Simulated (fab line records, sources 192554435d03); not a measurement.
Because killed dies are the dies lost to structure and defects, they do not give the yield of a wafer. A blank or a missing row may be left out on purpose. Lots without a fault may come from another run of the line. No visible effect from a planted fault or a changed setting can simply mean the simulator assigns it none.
Matching of chambers | flow n5_finfet | N5_DUMMY_GATE_ETCH_32 on rie_si-05 has 4 sister chambers
The step etches SiO2 in CF4, target depth 3.5 nm, time 3.9 s. 8 wafers are shown with their chamber, then 9 later ones without.

WAFERS WITH THEIR CHAMBER
wafer  | chamber | drypump_motor_current_A (A) | throttle_valve_pct (%)
L077.6 | 3       | 5.9                         | 21.7
L082.3 | 2       | 6.2                         | 21.4
L084.2 | 3       | 5.9                         | 21.8
L084.3 | 1       | 5.3                         | 22.1
L084.4 | 0       | 6.4                         | 21.1
L087.1 | 2       | 6.2                         | 21.4
L087.4 | 1       | 5.2                         | 22.1
L087.5 | 0       | 6.5                         | 21.1

WAFERS MISSING THEIR CHAMBER
wafer  | drypump_motor_current_A (A) | throttle_valve_pct (%)
L093.1 | 5.2                         | 22.1
L093.4 | 5.8                         | 21.8
L093.6 | 6.4                         | 21.0
L094.2 | 5.3                         | 22.0
L094.4 | 6.5                         | 21.1
L094.5 | 5.9                         | 21.7
L095.3 | 5.3                         | 22.1
L095.5 | 6.5                         | 21.1
L095.6 | 5.3                         | 22.1

EACH ONE'S CHAMBER
wafer  | from the rows above | in truth
L093.1 | 1                   | 1
L093.4 | 3                   | 3
L093.6 | 0                   | 0
L094.2 | 1                   | 1
L094.4 | 0                   | 0
L094.5 | 3                   | 3
L095.3 | 1                   | 1
L095.5 | 0                   | 0
L095.6 | 1                   | 1
Correctly placed: 9 of 9. Number that these rows cannot place: 0. Placed wrongly: 0.
How it was worked out, from the rows above alone: a wafer's distance from a chamber is the root of the sum, over the readings, of the square of ((its reading less the chamber's mean) divided by the reading's scatter). If the next closest chamber is less than 2 further off than the closest, the wafer can't be placed; otherwise it belongs to the closest. A chamber's mean is the mean of its shown wafers. How the scatter is found: for the shown wafers, subtract from each reading the mean of its chamber, square and add these, divide the total by (wafers less chambers), then take the root.
